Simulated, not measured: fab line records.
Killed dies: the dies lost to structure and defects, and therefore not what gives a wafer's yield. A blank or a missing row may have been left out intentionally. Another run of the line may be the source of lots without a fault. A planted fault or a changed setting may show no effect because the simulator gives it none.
Lot-split experiment    flow n5 finfet    7 lots, 21 wafers read, on a route of 1938 steps

SPLIT DETAILS
At N5_BEOL_M5_PECVD_70 (deposits SiO2 from TEOS/O2, target thk 16 nm, time 18 s), the setting temp c was moved away from the recipe's 400 C on 6 of the 21 wafers read, by -1.6% to +2.1%. For the rest of the wafers, this setting stayed at what the recipe calls for.

FROM THE SPLIT TO THE READING: what the file shows between them, 3 steps
- N5_BEOL_M5_HM_DEP_02: deposits TiN, target thk 20 nm
- N5_BEOL_M5_COAT_59: time 60 s, resist thk 60 nm
- N5_BEOL_M5_STRIP_91: strips in N2/H2, time 10 s

THE READING
SiO2_of_BEOL_M5_PECVD_70.thk nm (the simulator's own value, which no gauge read), in nm, at N5_BEOL_M5_HM_STRIP_39 (strips TiN in peroxide tin strip, target depth 25 nm, time 158 s). No usual value for it is given in the file. Here, 15 wafers ran the recipe; their average is 15.7 nm with a standard deviation of 0.24 nm.

wafer   tool, chamber at the split  temp c as run, C  against the recipe  SiO2_of_BEOL_M5_PECVD_70.thk nm, nm  against lot-mates on the recipe
L074.2  pecvd-02, 2,1               408.3             +2.1%               14.6                                 -1.6
L074.3  pecvd-02, 2,1               408.3             +2.1%               14.6                                 -1.6
L074.4  pecvd-02, 0                 400               recipe              16.2                                 -
L078.2  pecvd-02, 1                 393.5             -1.6%               16.2                                 +0.6
L078.3  pecvd-02, 0                 393.5             -1.6%               16.4                                 +0.8
L078.5  pecvd-02, 2                 400               recipe              15.6                                 -
L081.1  pecvd-04, 0                 393.7             -1.6%               16.4                                 +0.8
L081.3  pecvd-04, 1                 400               recipe              15.6                                 -
L081.4  pecvd-04, 0                 400               recipe              15.6                                 -
L084.1  pecvd-04, 2                 400               recipe              15.8                                 -
L084.2  pecvd-04, 0                 400               recipe              16                                   -
L084.6  pecvd-04, 0                 400               recipe              16.2                                 -
L089.2  pecvd-03, 2                 400               recipe              15.4                                 -
L089.4  pecvd-03, 2                 400               recipe              15.8                                 -
L089.6  pecvd-03, 0                 406.2             +1.6%               15                                   -0.6
L091.2  pecvd-02, 2                 400               recipe              15.8                                 -
L091.5  pecvd-02, 1                 400               recipe              15.8                                 -
L091.3  pecvd-02, 1                 400               recipe              15.4                                 -
L097.1  pecvd-03, 0,1               400               recipe              15.6                                 -
L097.4  pecvd-03, 0,1               400               recipe              15.6                                 -
L097.5  pecvd-03, 2                 400               recipe              15.8                                 -
Rows listing several chambers each stand for several wafers; the file does not say which wafer went through which chamber.

FIT RESULTS
A straight line over all 21 wafers: SiO2_of_BEOL_M5_PECVD_70.thk nm changes by -0.464 nm for each +1% of temp c; r = -0.90; the points scatter about the line by 0.23 nm.
The same after taking each lot's own level away (the mean of its wafers on the recipe; 21 wafers): -0.589 nm for each +1%; r = -0.94; scatter 0.2 nm.
That fit puts the effect of the largest move of temp c on the reading at 1.2 nm.
The lots' own levels span 15.60 to 16.20 nm, that is 2.5 times the standard deviation above.
Hence the slope depends on the lot-to-lot level, as the two fits are not the same.
Check: -1.15 nm against its lot-mates is what the line predicts for one of the wafers moved furthest among these (+2.1%) when that wafer is left out of the fit. It came out at -1.6 nm against them.

THE OTHER SPLITS THESE WAFERS WENT THROUGH
These wafers also went through other splits before the reading. Each is held against what the fit with the lots' levels taken away leaves over:
other split on the same wafers      wafers away from the commonest value  r with SiO2_of_BEOL_M5_PECVD_70.thk nm (lot level and that fit taken away)
N5_BEOL_M3_PECVD_72 temp c          8                                     -0.19
N5_BEOL_M3_EXPOSE_08 dose mj        7                                     -0.31
N5_BEOL_M4_COAT_62 spin rpm         6                                     +0.33
N5_BEOL_M4_DESCUM_33 time s         8                                     -0.34
N5_BEOL_M4_TRENCH_ETCH_37 source w  7                                     +0.04

THE WHOLE CHAIN: every reading that the file lists as answering this split, in the file's order
step                    what it does                                                      reading                                                                           change (the file's fit)                r (the file's)
N5_BEOL_M5_PECVD_70     deposits SiO2 from TEOS/O2, target thk 16 nm, time 18 s           SiO2_of_BEOL_M5_PECVD_70.thk nm (the simulator's own value, which no gauge read)  -0.549 nm for each +1% of the setting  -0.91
N5_BEOL_M5_HM_STRIP_39  strips TiN in peroxide tin strip, target depth 25 nm, time 158 s  SiO2_of_BEOL_M5_PECVD_70.thk nm (the simulator's own value, which no gauge read)  -0.562 nm for each +1% of the setting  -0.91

FILE'S OWN FIT
SiO2_of_BEOL_M5_PECVD_70.thk nm changes by -0.562 nm for each +1% of temp c, r = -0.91.
